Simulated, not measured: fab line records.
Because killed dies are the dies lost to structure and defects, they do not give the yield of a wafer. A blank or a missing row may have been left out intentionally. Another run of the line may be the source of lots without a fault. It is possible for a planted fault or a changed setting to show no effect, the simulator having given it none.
fab line records	flow nand_harc
[record] lots = 6	wafers = 17	last_day = 24
route steps=1159 shown P_CONTACT@217 END@1159
lots with no fault: from the same line, run without faults
start_h: the number of hours between the record's first day and the start of the first shown wafer of the lot	wait_h: hours since the lot's step before	" unchanged from the row above	L1.1+2: several wafers, shown together as one row	- no value, or no start was given	* or withheld: withheld	< > ~ a bound
route shown NAME@n: a module of which the file shows steps, and the number in the route of the first	usual: mean/standard deviation taken from wafers without a fault	same: alike in all rows	chamber/n: place in a boat	sites: per-site readings	_std_site: standard deviation across them	_edge_site: the outer-site mean with the inner-site mean subtracted	radius_mm: for every site, how far away it sits from the centre of the wafer	mask NAME#n: copy n	behind: the tool/chamber that last shaped the wafer	hold: why the lot went on hold/how many hours it stayed there/how the hold came to an end	device: whichever transistor did not switch (one of n, p or np)	end of line: tests run on the same wafers once the route is complete	a step with no rows: only its recipe	killed: dies that structure and defects cost at the first sort, which is not the same as the wafer's yield	map: dies across one wafer; x = killed, . = not, _ = none there
set.NAME: the setting that was run; set.NAME@STEP: the one run at that earlier step	model.NAME: the simulator's own value behind a step, which no gauge read
lots at some steps of the route; a table a step, a row a wafer
services: a tool's chamber out of use, with start hour (start_h, from the record's first day; less than 0 if before it), hours out, and reason
[[steps]]
[step NHARC_P_CONTACT_DEP_30]
[recipe] target_thk_a = 300	temp_c = 400	target_thk_nm = 30	flow_sccm = 200	rf_w = 450	material = SiNx
[usual] heater_power_w = 764/140
lot.wafer	tool	chamber	start_h	wait_h	heater_power_w
L400.1	pecvd-01	0	129.14	0.1	665
L400.4	"	0	"	"	665
L400.3	"	2	"	"	697
L405.1	pecvd-02	2	172.85	0.2	842
L405.3	"	0	"	"	741
L405.6	"	0	"	"	766
L408.5	pecvd-02	0	184.37	0.2	775
L408.6	"	1	"	"	683
L408.4	"	2	"	"	788
L407.3	pecvd-04	2	190.20	0.1	828
L407.1	"	0	"	"	762
L413.1	pecvd-02	2	210.06	0.1	742
L413.3	"	0	"	"	672
L413.5	"	2	"	"	740
L418.1	pecvd-02	0	242.99	0.4	736
L418.6	"	1	"	"	615
L418.4	"	0	"	"	744
[step NHARC_P_CONTACT_DEP_00]
[recipe] target_thk_a = 5000	temp_c = 400	pressure_torr = 6.5	rf_w = 900	teos_flow_sccm = 161.4	flow_sccm = 2650	target_thk_nm = 500	gas = O2	material = SiO2
[usual] heater_power_w = 605/160	throttle_valve_pct = 16.3/0.52
lot.wafer	tool	chamber	start_h	wait_h	heater_power_w	throttle_valve_pct
L400.1	pecvd-01	0	129.48	0.3	443	16.9
L400.4	"	0	"	"	462	16.8
L400.3	"	2	"	"	560	15.5
L405.1	pecvd-02	2	-	-	572	15.9
L405.3	"	0	"	"	569	16.5
L405.6	"	0	"	"	605	16.4
L408.5	pecvd-02	0	-	-	601	16.8
L408.6	"	1	"	"	437	15.4
L408.4	"	2	"	"	679	15.9
L407.3	pecvd-04	2	-	-	593	15.3
L407.1	"	0	"	"	643	15.7
L413.1	pecvd-02	2	-	-	645	16.1
L413.3	"	0	"	"	607	16.6
L413.5	"	2	"	"	658	16.1
L418.1	pecvd-02	0	-	-	468	16.8
L418.6	"	1	"	"	544	15.9
L418.4	"	0	"	"	519	16.7
[step NHARC_P_CONTACT_CMP_01]
[recipe] target_thk_nm = 200	material = SiO2
[step NHARC_P_CONTACT_SRD_03]
[step NHARC_P_CONTACT_DEHYDRATE_04]
[recipe] temp_c = 150	time_s = 120
[step NHARC_P_CONTACT_HMDS_05]
[recipe] time_s = 30
[step NHARC_P_CONTACT_COAT_33]
[recipe] temp_c = 260	time_s = 75
[step NHARC_P_CONTACT_COAT_34]
[recipe] temp_c = 225	time_s = 65
[step NHARC_P_CONTACT_COAT_06]
[recipe] spin_rpm = 1500	resist_thk_nm = 90
[step NHARC_P_CONTACT_SOFTBAKE_07]
[recipe] temp_c = 105	time_s = 55
[step NHARC_P_CONTACT_EBR_08]
[step NHARC_P_CONTACT_EXPOSE_09]
[recipe] na = 1.35	target_cd_nm = 90	dose_mj = 81.26	mask_id = P_CA
lot.wafer	tool	chamber	start_h	wait_h	mask
L400.1+3+4	arfi_scanner-01	0	130.79	-	P_CA#0
L405.1+3+6	arfi_scanner-03	0	174.23	-	P_CA#0
L408.4+5+6	arfi_scanner-03	0	185.84	-	P_CA#0
L407.1+3	arfi_scanner-03	0	191.56	-	P_CA#0
L413.1+3+5	arfi_scanner-01	0	211.47	-	P_CA#0
L418.1+4+6	arfi_scanner-02	0	244.31	-	P_CA#0
[step NHARC_P_CONTACT_PEB_10]
[recipe] peb_temp_c = 100	peb_time_s = 65
[step NHARC_P_CONTACT_DEVELOP_11]
[recipe] develop_time_s = 35	dev_temp_c = 23
[step NHARC_P_CONTACT_CD_MEAS_12]
[recipe] target_cd_nm = 90	landing_energy_ev = 500
[usual] cd_nm = 90.1/0.52
lot.wafer	tool	chamber	start_h	wait_h	hold	cd_nm
L400.1	cd_sem-01	0	130.92	-	-	89.9
L400.3	"	0	"	"	-	89.3
L400.4	"	0	"	"	-	89.1
L405.1	cd_sem-01	0	174.37	-	-	90.3
L405.3	"	0	"	"	-	91.5
L405.6	"	0	"	"	-	90.3
L408.4	cd_sem-01	0	185.97	-	await_dispo/0.2h/release	79.6
L408.5	"	0	"	"	await_dispo/0.2h/release	90.6
L408.6	"	0	"	"	await_dispo/0.2h/release	90.8
L408.4	cd_sem-01	0	-	-	-	79.2
L408.5	"	0	"	"	-	90.7
L408.6	"	0	"	"	-	90.9
L407.1	cd_sem-02	0	191.70	-	await_dispo/0.2h/release	78.3
L407.3	"	0	"	"	await_dispo/0.2h/release	77.9
L407.1	cd_sem-02	0	-	-	-	78.4
L407.3	"	0	"	"	-	77.7
L413.1	cd_sem-02	0	211.60	-	-	90.8
L413.3	"	0	"	"	-	90.8
L413.5	"	0	"	"	-	90.9
L418.1	cd_sem-01	0	244.45	-	-	90.1
L418.4	"	0	"	"	-	90.8
L418.6	"	0	"	"	-	91.1
[step NHARC_P_CONTACT_OVL_MEAS_13]
[usual] overlay_x_nm = 0.2/1.1	overlay_y_nm = 0.1/0.78
lot.wafer	tool	chamber	start_h	wait_h	hold	overlay_x_nm	overlay_y_nm
L400.1	overlay-01	-	131.01	-	-	1.2	0.0
L400.3	"	-	"	"	-	0.7	0.2
L400.4	"	-	"	"	-	0.5	0.1
L405.1	overlay-02	-	174.46	-	-	0.4	0.7
L405.3	"	-	"	"	-	0.2	0.8
L405.6	"	-	"	"	-	0.4	0.7
L408.4	overlay-02	-	187.31	-	await_dispo/1.1h/release	-0.6	-0.3
L408.5	"	-	"	"	await_dispo/1.1h/release	0.0	-1.9
L408.6	"	-	"	"	await_dispo/1.1h/release	-0.1	-1.4
L407.1	overlay-01	-	193.93	-	await_dispo/2.0h/release	0.2	0.5
L407.3	"	-	"	"	await_dispo/2.0h/release	0.2	0.4
L413.1	overlay-01	-	211.69	-	-	1.0	0.2
L413.3	"	-	"	"	-	1.4	0.6
L413.5	"	-	"	"	-	1.1	0.2
L418.1	overlay-02	-	244.54	-	-	0.5	-0.7
L418.4	"	-	"	"	-	-0.2	-1.2
L418.6	"	-	"	"	-	0.4	-0.6
[step NHARC_P_CONTACT_INSPECT_14]
[usual] raw_defect_count = 3.9/2
lot.wafer	tool	chamber	start_h	wait_h	raw_defect_count
L400.1	defect_inspect-01	-	131.05	0.0	4
L400.3	"	-	"	"	0
L400.4	"	-	"	"	6
L405.1	defect_inspect-01	-	174.51	0.1	2
L405.3	"	-	"	"	5
L405.6	"	-	"	"	4
L408.4	defect_inspect-01	-	187.35	0.0	4
L408.5	"	-	"	"	6
L408.6	"	-	"	"	2
L407.1	defect_inspect-02	-	193.97	0.0	4
L407.3	"	-	"	"	6
L413.1	defect_inspect-02	-	211.73	0.0	6
L413.3	"	-	"	"	7
L413.5	"	-	"	"	5
L418.1	defect_inspect-02	-	244.58	0.0	8
L418.4	"	-	"	"	1
L418.6	"	-	"	"	4
[step NHARC_P_CONTACT_DESCUM_17]
[recipe] time_s = 3	o2_flow_sccm = 200	ar_flow_sccm = 0	bias_power_w = 0	chemistry = O2
[usual] drypump_motor_current_A = 5.7/0.37	oes_product_au = 1.004/0.0074	rf_vpp_V = 57.7/0.88	showerhead_plenum_p_Torr = 1.90/0.088	throttle_valve_pct = 11.310/0.0093
lot.wafer	tool	chamber	start_h	wait_h	drypump_motor_current_A	oes_product_au	rf_hours_counter_h	rf_vpp_V	showerhead_plenum_p_Torr	throttle_valve_pct	model.P_CONTACT.cd_nm
L400.1	rie_diel-02	1	131.11	0.1	5.8	1.012	15	57.0	1.88	11.297	89.8
L400.4	"	2	"	"	5.3	0.995	15	57.8	1.78	11.305	88.94
L400.3	"	0	"	"	5.2	1.001	17	57.9	1.85	11.306	89.66
L405.1	rie_diel-09	3	174.58	0.1	6.2	1.011	7	57.6	2.07	11.317	89.99
L405.3	"	2	"	"	5.7	1.007	8	58.7	1.91	11.306	91.47
L405.6	"	0	"	"	5.7	0.997	-	57.3	1.82	11.302	90.18
L408.4	rie_diel-09	0	187.44	0.1	5.7	0.999	-	58.1	1.82	11.295	79.23
L408.6	"	2	"	"	5.7	0.980	-	58.2	1.91	11.332	90.91
L408.5	"	3	"	"	6.3	1.006	-	58.1	2.07	11.319	90.66
L407.1	rie_diel-02	2	194.03	0.1	5.3	1.005	2	55.2	1.78	11.303	78.17
L407.3	"	3	"	"	5.9	0.999	3	58.4	1.86	11.303	77.78
L413.1	rie_diel-09	0	211.79	0.1	5.7	1.003	12	57.5	1.82	11.315	90.45
L413.3	"	1	"	"	5.0	1.011	10	58.7	2.00	11.305	90.29
L413.5	"	1	"	"	5.0	1.004	-	57.8	2.00	11.309	90.14
L418.4	rie_diel-09	0	244.64	0.1	5.7	1.009	17	58.1	1.82	11.306	90.93
L418.1	"	1	"	"	5.0	1.009	14	57.4	2.00	11.315	89.98
L418.6	"	0	"	"	5.7	1.002	-	56.3	1.82	11.315	90.88
[step NHARC_P_CONTACT_ETCH_35]
[recipe] target_depth_a = 390	over_etch_frac = 0.3	time_s = 65	ion_energy_ev = 80	cf4_flow_sccm = 150	ar_flow_sccm = 0	rf_w = 300	bias_w = 100	chemistry = CF4
[usual] drypump_motor_current_A = 5.7/0.37	oes_product_au = 1.004/0.0067	rf_vpp_V = 151.0/1.3	showerhead_plenum_p_Torr = 1.76/0.076	throttle_valve_pct = 13.282/0.009
lot.wafer	tool	chamber	start_h	wait_h	drypump_motor_current_A	oes_product_au	rf_hours_counter_h	rf_vpp_V	showerhead_plenum_p_Torr	throttle_valve_pct
L400.4	rie_diel-02	2	131.20	0.1	5.3	1.006	15	149.4	1.66	13.280
L400.3	"	3	"	"	5.9	1.008	17	150.8	1.73	13.288
L400.1	"	0	"	"	5.2	1.000	17	150.4	1.71	13.271
L405.3	rie_diel-09	0	174.69	0.1	5.7	0.996	8	150.8	1.69	13.275
L405.1	"	2	"	"	5.7	0.999	8	150.6	1.77	13.290
L405.6	"	3	"	"	6.2	1.009	-	152.5	1.90	13.281
L408.4	rie_diel-09	0	187.56	0.1	5.7	1.009	10	150.0	1.69	13.289
L408.5	"	0	"	"	5.7	1.001	-	149.8	1.69	13.288
L408.6	"	1	"	"	5.0	0.999	-	153.6	1.84	13.259
L407.1	rie_diel-02	1	194.13	0.1	5.8	1.009	3	151.2	1.74	13.286
L407.3	"	2	"	"	5.3	1.007	2	150.1	1.65	13.290
L413.1	rie_diel-09	0	211.88	0.1	5.7	1.002	13	149.2	1.69	13.282
L413.3	"	2	"	"	5.7	0.999	13	150.3	1.76	13.281
L413.5	"	3	"	"	6.2	1.015	-	154.2	1.90	13.281
L418.1	rie_diel-09	2	244.73	0.1	5.7	1.005	16	152.5	1.76	13.293
L418.4	"	0	"	"	5.7	1.004	17	150.9	1.69	13.287
L418.6	"	1	"	"	5.0	1.000	-	151.1	1.84	13.293
[step NHARC_P_CONTACT_ETCH_36]
[recipe] target_depth_a = 2600	over_etch_frac = 0.25	time_s = 406.25	ion_energy_ev = 200	n2_flow_sccm = 150	h2_flow_sccm = 150	ar_flow_sccm = 0	rf_w = 400	bias_w = 150	chemistry = N2/H2
[usual] drypump_motor_current_A = 5.7/0.37	oes_product_au = 1.004/0.007	rf_vpp_V = 430.3/2.8	showerhead_plenum_p_Torr = 2.03/0.1	throttle_valve_pct = 14.170/0.0085
lot.wafer	tool	chamber	start_h	wait_h	drypump_motor_current_A	oes_product_au	rf_hours_counter_h	rf_vpp_V	showerhead_plenum_p_Torr	throttle_valve_pct
L400.3	rie_diel-02	3	-	-	5.9	1.010	17	428.2	1.98	14.170
L400.1	"	0	"	"	5.2	1.013	17	428.1	1.97	14.168
L400.4	"	1	"	"	5.8	1.010	15	428.6	2.00	14.166
L405.3	rie_diel-09	0	-	-	5.7	1.004	8	428.4	1.94	14.167
L405.1	"	2	"	"	5.7	0.990	8	430.4	2.04	14.163
L405.6	"	3	"	"	6.2	1.000	-	434.6	2.21	14.187
L408.4	rie_diel-09	3	-	-	6.2	1.004	9	435.3	2.21	14.159
L408.5	"	2	"	"	5.7	0.992	-	429.6	2.03	14.168
L408.6	"	3	"	"	6.2	1.005	-	435.0	2.21	14.174
L407.1	rie_diel-02	1	-	-	5.8	0.998	4	429.3	2.00	14.173
L407.3	"	2	"	"	5.3	0.995	2	425.3	1.89	14.155
L413.1	rie_diel-09	2	-	-	5.7	1.005	13	429.7	2.03	14.173
L413.3	"	3	"	"	6.3	1.007	11	433.9	2.21	14.181
L413.5	"	1	"	"	5.0	1.011	-	430.9	2.13	14.177
L418.1	rie_diel-09	2	-	-	5.7	1.008	17	430.7	2.03	14.166
L418.4	"	1	"	"	5.0	0.999	14	432.2	2.13	14.174
L418.6	"	3	"	"	6.3	1.011	-	433.6	2.20	14.159
[step NHARC_P_CONTACT_ETCH_18]
[recipe] target_depth_a = 4810	time_s = 240.5	c4f8_flow_sccm = 20	o2_flow_sccm = 10	ar_flow_sccm = withheld	rf_w = 600	bias_w = 1500	chemistry = C4F8/O2/Ar
[usual] oes_product_au = 0.963/0.02	rf_vpp_V = 978/6.2
lot.wafer	tool	chamber	start_h	wait_h	oes_product_au	rf_hours_counter_h	rf_vpp_V
L400.3	rie_diel-02	0	-	-	0.929	18	974
L400.4	"	2	"	"	0.933	15	970
L400.1	"	3	"	"	0.938	17	974
L405.3	rie_diel-09	3	-	-	0.970	7	988
L405.1	"	0	"	"	0.975	8	972
L405.6	"	3	"	"	0.978	-	988
L408.4	rie_diel-09	1	-	-	0.940	8	984
L408.6	"	3	"	"	0.936	-	990
L408.5	"	0	"	"	0.933	-	969
L407.3	rie_diel-02	2	-	-	0.968	2	969
L407.1	"	1	"	"	0.992	4	976
L413.1	rie_diel-09	1	-	-	0.956	10	985
L413.3	"	0	"	"	0.963	13	972
L413.5	"	1	"	"	0.968	-	985
L418.4	rie_diel-09	2	-	-	0.977	17	978
L418.1	"	1	"	"	0.963	14	983
L418.6	"	2	"	"	0.976	-	980
[step NHARC_P_CONTACT_STRIP_37]
[recipe] c4f8_flow_sccm = withheld	o2_flow_sccm = 8	ar_flow_sccm = withheld	bias_w = 0	chemistry = C4F8/O2/Ar
[step NHARC_P_CONTACT_ETCH_31]
[recipe] target_depth_a = 300	time_s = 85.7	ion_energy_ev = 120	over_etch_frac = 1	ch3f_flow_sccm = 50	o2_flow_sccm = 30	ar_flow_sccm = 200	rf_w = 500	bias_w = 100	chemistry = CH3F/O2
[usual] drypump_motor_current_A = 5.7/0.38	oes_product_au = 0.986/0.013	rf_vpp_V = 244.2/1.5	showerhead_plenum_p_Torr = 2.45/0.11	throttle_valve_pct = 20.663/0.009
lot.wafer	tool	chamber	start_h	wait_h	drypump_motor_current_A	oes_product_au	rf_hours_counter_h	rf_vpp_V	showerhead_plenum_p_Torr	throttle_valve_pct	model.P_CONTACT.cd_nm
L400.1	rie_diel-02	3	-	-	5.9	0.967	17	242.8	2.40	20.649	89.78
L400.3	"	0	"	"	5.2	0.976	18	242.2	2.38	20.658	88.97
L400.4	"	1	"	"	5.8	0.966	15	245.3	2.42	20.673	87.73
L405.1	rie_diel-09	3	-	-	6.2	0.992	7	247.0	2.65	20.668	89.96
L405.3	"	0	"	"	5.7	0.983	9	242.3	2.34	20.678	92.73
L405.6	"	0	"	"	5.7	0.996	-	242.4	2.34	20.661	90.18
L408.4	rie_diel-09	0	-	-	5.7	0.991	11	242.4	2.34	20.668	78.35
L408.6	"	0	"	"	5.7	0.977	-	241.9	2.34	20.667	90.73
L408.5	"	1	"	"	5.0	0.979	-	245.2	2.57	20.652	90.52
L407.1	rie_diel-02	2	-	-	5.3	0.985	2	243.0	2.29	20.655	79.24
L407.3	"	3	"	"	5.9	0.981	4	244.0	2.39	20.674	78.83
L413.3	rie_diel-09	3	-	-	6.3	0.999	12	246.7	2.65	20.671	89.59
L413.1	"	2	"	"	5.7	0.992	13	244.4	2.45	20.666	89.42
L413.5	"	3	"	"	6.2	1.002	-	246.1	2.65	20.677	88.73
L418.4	rie_diel-09	1	-	-	5.0	0.976	14	245.7	2.56	20.668	90.46
L418.1	"	2	"	"	5.7	0.986	17	242.8	2.45	20.658	90.13
L418.6	"	1	"	"	5.0	0.978	-	246.2	2.56	20.681	90.85
[step NHARC_P_CONTACT_CD_MEAS_19]
[usual] cd_nm = 89.9/1.1
lot.wafer	tool	chamber	start_h	wait_h	hold	cd_nm
L400.1	cd_sem-02	-	131.99	-	-	89.6
L400.3	"	-	"	"	-	89.0
L400.4	"	-	"	"	-	87.9
L405.1	cd_sem-03	-	175.59	-	-	89.9
L405.3	"	-	"	"	-	93.0
L405.6	"	-	"	"	-	90.0
L408.4	cd_sem-01	-	188.51	-	await_dispo/0.2h/release	78.2
L408.5	"	-	"	"	await_dispo/0.2h/release	90.6
L408.6	"	-	"	"	await_dispo/0.2h/release	90.6
L408.4	cd_sem-01	-	188.70	0.2	-	78.2
L408.5	"	-	"	"	-	90.1
L408.6	"	-	"	"	-	90.7
L407.1	cd_sem-02	-	194.90	-	await_dispo/0.2h/release	79.2
L407.3	"	-	"	"	await_dispo/0.2h/release	78.9
L407.1	cd_sem-02	-	195.09	0.2	-	79.1
L407.3	"	-	"	"	-	78.8
L413.1	cd_sem-01	-	212.69	-	-	89.9
L413.3	"	-	"	"	-	89.8
L413.5	"	-	"	"	-	88.7
L418.1	cd_sem-02	-	245.51	-	-	89.9
L418.4	"	-	"	"	-	90.7
L418.6	"	-	"	"	-	91.0
[step NHARC_END_SORT_01]
[recipe] temp_c = 25
[usual] killed_at_array = 25/9.8	killed_at_other = 0.8/1.1	killed_at_periphery = 3.3/2.1	killed_dies = 29/10	killed_open = 3.3/1.8	killed_short = 1.9/1.4
[same] gross_dies = 677
lot.wafer	tool	chamber	start_h	wait_h	hold	killed_at_array	killed_at_other	killed_at_periphery	killed_dies	killed_open	killed_short
L400.1	prober-01	0	454.72	2.5	-	26	1	4	31	2	4
L400.3	prober-01	0	456.30	3.1	-	28	0	1	29	6	2
L400.4	prober-01	0	457.09	3.4	-	26	0	2	28	3	1
L405.1	prober-02	0	509.85	2.5	-	27	4	2	33	4	1
L405.3	prober-02	0	511.45	3.1	-	42	6	3	51	4	3
L405.6	prober-02	0	513.84	4.0	-	31	1	7	39	5	3
L408.4	prober-01	0	550.60	3.4	await_dispo/2.8h/release	15	0	35	50	0	3
L408.5	prober-01	0	551.40	3.7	await_dispo/2.8h/release	12	0	7	19	3	4
L408.6	prober-01	0	552.19	4.0	await_dispo/2.8h/release	14	0	3	17	4	1
L413.1	prober-01	0	563.73	2.5	-	19	2	8	29	7	3
L413.3	prober-01	0	565.34	3.1	-	22	4	5	31	3	0
L413.5	prober-01	0	566.95	3.7	-	23	1	4	28	6	2
L407.1	prober-01	0	575.66	2.5	await_dispo/4.8h/release	21	0	36	57	3	2
L407.3	prober-01	0	577.25	3.1	await_dispo/4.8h/release	21	0	30	51	2	1
L418.1	prober-02	0	580.80	2.5	-	37	0	7	44	3	0
L418.4	prober-02	0	583.18	3.4	-	40	0	4	44	6	1
L418.6	prober-02	0	584.77	4.0	-	39	1	4	44	5	1
// killed by level:class
L400.1 A_SLIT:chamber_film_flake=9 A_CHANNEL_HOLE_D1:chamber_film_flake=6 P_ZERO_WELL:chamber_film_flake=2 A_CHANNEL_FILL_D1:chamber_film_flake=2 A_CONTACT:chamber_film_flake=2 P_ZERO_WELL:geometric_particle:short=1 P_M1:geometric_particle:short=1 A_ONON_D1:geometric_particle:short=1
L400.3 A_CHANNEL_HOLE_D1:chamber_film_flake=8 A_SLIT:chamber_film_flake=5 A_CONTACT:chamber_film_flake=3 A_ONON_D1:geometric_particle:short=2 A_CHANNEL_FILL_D1:chamber_film_flake=2 A_STAIRCASE:chamber_film_flake=2 P_M0:geometric_particle:open=1 A_ONON_D1:geometric_particle:open=1
L400.4 A_SLIT:chamber_film_flake=9 A_CHANNEL_HOLE_D1:chamber_film_flake=8 A_STAIRCASE:chamber_film_flake=3 A_CHANNEL_FILL_D1:geometric_particle:open=2 A_CONTACT:chamber_film_flake=2 A_CHANNEL_FILL_D1:geometric_particle:short=1 A_CONTACT:geometric_particle:open=1 P_ZERO_WELL:chamber_film_flake=1
L405.1 A_SLIT:chamber_film_flake=11 A_CHANNEL_HOLE_D1:chamber_film_flake=7 A_CONTACT:chamber_film_flake=4 THIN_TSV:chamber_film_flake=3 P_GATE:geometric_particle:open=1 A_ONON_D1:geometric_particle:open=1 A_SGD_CUT:geometric_particle:open=1 A_SGD_CUT:geometric_particle:short=1
L405.3 A_SLIT:chamber_film_flake=15 A_CHANNEL_HOLE_D1:chamber_film_flake=12 A_CONTACT:chamber_film_flake=6 THIN_TSV:chamber_film_flake=6 A_WL_FILL:geometric_particle:short=2 P_M0:geometric_particle:open=1 A_ONON_D1:geometric_particle:open=1 A_WL_FILL:geometric_particle:open=1
L405.6 A_SLIT:chamber_film_flake=13 A_CHANNEL_HOLE_D1:chamber_film_flake=10 P_STI:chamber_film_flake=3 P_GATE:geometric_particle:open=2 P_CONTACT:geometric_particle:open=1 P_M1:geometric_particle:open=1 A_SOURCE_PLATE:geometric_particle:open=1 A_CHANNEL_HOLE_D1:geometric_particle:short=1
L408.4 P_CONTACT:area_expose=33 A_CHANNEL_HOLE_D1:chamber_film_flake=4 A_CONTACT:chamber_film_flake=3 A_ZERO_WELL:chamber_film_flake=2 A_STAIRCASE:chamber_film_flake=2 A_CHANNEL_FILL_D1:geometric_particle:short=1 A_CONTACT:geometric_particle:short=1 A_M0:geometric_particle:short=1
L408.5 A_CHANNEL_HOLE_D1:chamber_film_flake=8 P_CONTACT:geometric_particle:short=3 P_CONTACT:geometric_particle:open=2 P_STI:chamber_film_flake=2 A_CONTACT:geometric_particle:short=1 A_CONTACT:geometric_particle:open=1 A_ZERO_WELL:chamber_film_flake=1 A_STAIRCASE:chamber_film_flake=1
L408.6 A_STAIRCASE:chamber_film_flake=3 A_M0:geometric_particle:open=2 A_CHANNEL_HOLE_D1:chamber_film_flake=2 A_CONTACT:chamber_film_flake=2 A_CHANNEL_FILL_D1:geometric_particle:open=1 A_CONTACT:geometric_particle:open=1 A_CONTACT:geometric_particle:short=1 P_STI:chamber_film_flake=1
L413.1 A_CONTACT:chamber_film_flake=5 A_CHANNEL_HOLE_D1:chamber_film_flake=3 A_STAIRCASE:chamber_film_flake=3 P_M2:geometric_particle:open=2 A_ONON_D1:geometric_particle:open=2 A_CHANNEL_FILL_D1:geometric_particle:open=2 P_STI:chamber_film_flake=2 P_M1:chamber_film_flake=2
L413.3 A_CHANNEL_HOLE_D1:chamber_film_flake=11 A_STAIRCASE:chamber_film_flake=5 A_CONTACT:chamber_film_flake=4 THIN_TSV:chamber_film_flake=4 A_CONTACT:geometric_particle:open=2 P_STI:chamber_film_flake=2 P_M1:geometric_particle:open=1 P_ZERO_WELL:chamber_film_flake=1
L413.5 A_STAIRCASE:chamber_film_flake=6 A_CHANNEL_HOLE_D1:chamber_film_flake=5 A_CONTACT:chamber_film_flake=4 P_ZERO_WELL:chamber_film_flake=2 P_GATE:geometric_particle:open=1 P_CONTACT:geometric_particle:short=1 A_CHANNEL_HOLE_D1:geometric_particle:open=1 A_CHANNEL_FILL_D1:geometric_particle:short=1
L407.1 P_CONTACT:area_expose=34 A_CHANNEL_HOLE_D1:chamber_film_flake=11 A_STAIRCASE:chamber_film_flake=3 A_CONTACT:chamber_film_flake=2 P_CONTACT:geometric_particle:open=1 A_CHANNEL_FILL_D1:geometric_particle:open=1 A_CHANNEL_FILL_D1:geometric_particle:short=1 A_WL_FILL:geometric_particle:short=1
L407.3 P_CONTACT:area_expose=25 A_CHANNEL_HOLE_D1:chamber_film_flake=19 P_GATE:chamber_film_flake=3 P_CONTACT:geometric_particle:short=1 P_M0:geometric_particle:open=1 A_CONTACT:geometric_particle:open=1 A_STAIRCASE:chamber_film_flake=1
L418.1 A_SLIT:chamber_film_flake=18 A_CONTACT:chamber_film_flake=8 A_CHANNEL_HOLE_D1:chamber_film_flake=6 P_M2:chamber_film_flake=3 P_CONTACT:geometric_particle:open=2 A_STAIRCASE:chamber_film_flake=2 A_BLC:chamber_film_flake=2 A_CONTACT:geometric_particle:open=1
L418.4 A_SLIT:chamber_film_flake=21 A_CONTACT:chamber_film_flake=5 A_CHANNEL_HOLE_D1:chamber_film_flake=4 P_M0:geometric_particle:open=2 A_CONTACT:geometric_particle:open=2 A_WL_FILL:chamber_film_flake=2 A_BLC:chamber_film_flake=2 A_CHANNEL_FILL_D1:geometric_particle:short=1
L418.6 A_SLIT:chamber_film_flake=16 A_CHANNEL_HOLE_D1:chamber_film_flake=9 A_STAIRCASE:chamber_film_flake=5 A_CONTACT:chamber_film_flake=3 P_M2:chamber_film_flake=2 A_ONON_D1:geometric_particle:short=1 A_ONON_D1:geometric_particle:open=1 A_SLIT:geometric_particle:open=1
// map L407.1 (x killed, . not)
____________.____________
_________x..x..._________
_______x.x........_______
______.x.x.........______
_____.xx............_____
____.x.x........x....____
____....xx...........____
___.....xx............___
___..........x.......x___
__.....................__
__.....................__
_.....................x._
_.............x........._
_......................._
_...................x..._
_......................._
.........................
.x.......................
........................x
.x.......................
xx.......................
_...........x..........._
_x....................x._
_......................._
_x....................x._
_......................._
__.....................__
__xx...................__
___.....x....x........___
___xx........x........___
____.........x.......____
____............x...x____
_____x..x.x.x...x..._____
______x..x.xx...x..______
_______xx.x......x_______
_________xx...x._________
____________.____________
// map L408.4 (x killed, . not)
____________.____________
_________......._________
_______..........._______
______x............______
_____......x........_____
____...............x.____
____................x____
___...................___
___...................___
__.....................__
__.....................__
_...x..................._
_......................._
_...x.................x._
_......................._
_......................._
x........................
.x...........x...........
xx......................x
.........................
...x.....................
_...........x..........._
_xx....x...............x_
_xx....................._
_.xx..x................._
_..x.x................x._
__x.......x............__
__x.x..................__
___..x................___
___..................x___
____x..xx............____
____x........x......x____
_____.......x......._____
______.xx..x.......______
_______x.x.x.x...._______
_________.xxx..._________
____________.____________
[[services]]
tool	chamber	start_h	hours	kind
rie_diel-09	0	110.67	-	clean
rie_diel-09	1	110.67	-	clean
rie_diel-09	2	110.67	-	clean
rie_diel-09	3	110.67	-	clean
pecvd-01	1	115.54	17.7	repair
rie_diel-09	3	116.09	2.9	repair
rie_diel-09	0	135.17	-	clean
rie_diel-09	1	135.17	-	clean
arfi_scanner-03	-	140.00	4.0	pm
arfi_scanner-02	-	143.43	1.0	repair
rie_diel-02	-	150.03	0.5	repair
rie_diel-02	-	150.73	9.0	pm
arfi_scanner-02	-	151.51	0.7	repair
pecvd-02	-	153.17	13.0	pm
rie_diel-09	-	161.76	0.5	repair
arfi_scanner-01	-	163.51	14.6	repair
rie_diel-09	1	170.71	15.8	repair
pecvd-01	-	178.03	1.0	repair
pecvd-04	-	195.95	13.0	pm
arfi_scanner-01	-	196.00	4.0	pm
arfi_scanner-01	-	221.23	2.7	repair
pecvd-01	2	228.91	5.2	repair
pecvd-04	2	229.12	7.9	repair
pecvd-01	-	237.14	13.0	pm
[[key]]
[first_sign] step = NHARC_P_CONTACT_CD_MEAS_12	reading = visit	direction = added
[effect] step = NHARC_P_CONTACT_CD_MEAS_12	reading = cd_nm	direction = down	sigmas = 22	usual = 90.1	struck = 78.6
[effect] step = NHARC_P_CONTACT_CD_MEAS_19	reading = visit	direction = added
[effect] step = NHARC_P_CONTACT_CD_MEAS_19	reading = cd_nm	direction = down	sigmas = 10	usual = 89.9	struck = 78.8
[effect] step = NHARC_END_SORT_01	reading = killed_at_periphery	direction = up	sigmas = 14	usual = 3.3	struck = 33.7
[model_effect] step = NHARC_P_CONTACT_DESCUM_17	value = P_CONTACT.cd_nm	without = 89.56	struck = 78.39
[model_effect] step = NHARC_P_CONTACT_ETCH_31	value = P_CONTACT.cd_nm	without = 89.97	struck = 78.81
[more_kills_born_at] NHARC_P_CONTACT_EXPOSE_09@arfi_scanner-03 = 92
met_at NHARC_P_CONTACT_EXPOSE_09
struck_wafers L407.1,L407.3,L408.4
tester_left_out L407,L408
onset_between 174.23 185.84
[fault] kind = process_parameter_drift	tool = arfi_scanner-03	chamber = -	onset_h = 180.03	steps = NHARC_P_CONTACT_EXPOSE_09	channel = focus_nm	offset = 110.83	shape = step	end_h = 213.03	scope = struck_wafers_only
// tester_left_out: of these lots the tester's yield and bins aren't shown, on N5 and GAA mostly nor the transistor test; their killed dies are dies lost to structure and defects alone, not to doping, threshold or leakage, so they don't give the yield
